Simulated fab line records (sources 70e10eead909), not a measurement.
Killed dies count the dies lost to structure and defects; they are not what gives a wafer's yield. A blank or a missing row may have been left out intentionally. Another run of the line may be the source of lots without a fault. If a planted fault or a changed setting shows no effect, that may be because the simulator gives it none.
The same fault as seen by 2 desks :: flow nand_harc :: numbers are kept per desk, each desk with only its own; the story behind them comes last

THE DEFECT DESK
Lot by lot, what the route's inspections counted, given as the mean of those sampled wafers with a number. If a lot's mean is further than 4 standard deviations from the usual mean, the lot is out of limits and carries the mark OUT (the distance appears in the brackets).
Columns: A = raw_defect_count at NHARC_A_CHANNEL_HOLE_D2_INSPECT_40, usual 289
lot: L666
first seen here: day 14 08:58
A: 305

lot: L667
first seen here: day 14 12:47
A: 249

lot: L668
first seen here: day 15 01:43
A: 327

lot: L670
first seen here: day 15 21:09
A: 640

lot: L679
first seen here: day 19 16:37
A: 379

lot: L678
first seen here: day 19 17:16
A: 321

lot: L681
first seen here: day 20 08:58
A: 210

lot: L682
first seen here: day 21 01:06
A: 248

lot: L683
first seen here: day 21 04:46
A: 332

lot: L686
first seen here: day 22 11:20
A: 340
This desk's finding: nothing out of limits on any of the 10 lots.

FOR THE TOOL OWNER'S DESK: rie_diel-09
The tool's own readings at NHARC_A_CHANNEL_HOLE_D2_ETCH_44 (etches the open film in CF4/O2, target depth 140 nm, overetch 14 nm, time 77 s): means of the sampled wafers that have a number, for each lot that ran on this tool. If a lot's mean is further than 4 standard deviations from the usual mean, the lot is out of limits and carries the mark OUT (the distance appears in the brackets).
Columns: A = drypump_motor_current_A at NHARC_A_CHANNEL_HOLE_D2_ETCH_44, usual 5.8 A; B = oes_f_703_au at NHARC_A_CHANNEL_HOLE_D2_ETCH_44, usual 1.000 a.u.; C = oes_o_777_au at NHARC_A_CHANNEL_HOLE_D2_ETCH_44, usual 1.000 a.u.; D = oes_product_au at NHARC_A_CHANNEL_HOLE_D2_ETCH_44, usual 1.006 a.u.; E = rf_vpp_V at NHARC_A_CHANNEL_HOLE_D2_ETCH_44, usual 198.0 V; F = showerhead_plenum_p_Torr at NHARC_A_CHANNEL_HOLE_D2_ETCH_44, usual 1.34 Torr; G = throttle_valve_pct at NHARC_A_CHANNEL_HOLE_D2_ETCH_44, usual 13.397 %
lot: L668
first seen here: day 15 00:44
A: 5.4
B: 1.005
C: 0.998
D: 1.006
E: 197.2
F: 1.28
G: 13.399

lot: L670
first seen here: day 15 20:10
A: 5.6
B: 1.003
C: 0.999
D: 0.998
E: 197.9
F: 1.32
G: 13.398

lot: L678
first seen here: day 19 16:18
A: 6.2
B: 0.998
C: 1.001
D: 1.011
E: 197.1
F: 1.29
G: 13.405

lot: L681
first seen here: day 20 07:56
A: 5.6
B: 0.997
C: 0.997
D: 1.004
E: 197.5
F: 1.33
G: 13.399

lot: L682
first seen here: day 21 00:07
A: 5.6
B: 1.002
C: 1.002
D: 1.007
E: 197.5
F: 1.33
G: 13.397

lot: L683
first seen here: day 21 03:43
A: 5.7
B: 1.001
C: 0.998
D: 1.003
E: 197.7
F: 1.32
G: 13.396

lot: L686
first seen here: day 22 10:21
A: 5.6
B: 1.001
C: 1.002
D: 0.986
E: 198.6
F: 1.33
G: 13.401
This desk's finding: nothing out of limits on any of the 7 lots.

ALL TOGETHER
The defect desk saw nothing out of limits.
The tool owner's desk saw nothing out of limits.

WHAT THE SIMULATOR HAD PUT IN
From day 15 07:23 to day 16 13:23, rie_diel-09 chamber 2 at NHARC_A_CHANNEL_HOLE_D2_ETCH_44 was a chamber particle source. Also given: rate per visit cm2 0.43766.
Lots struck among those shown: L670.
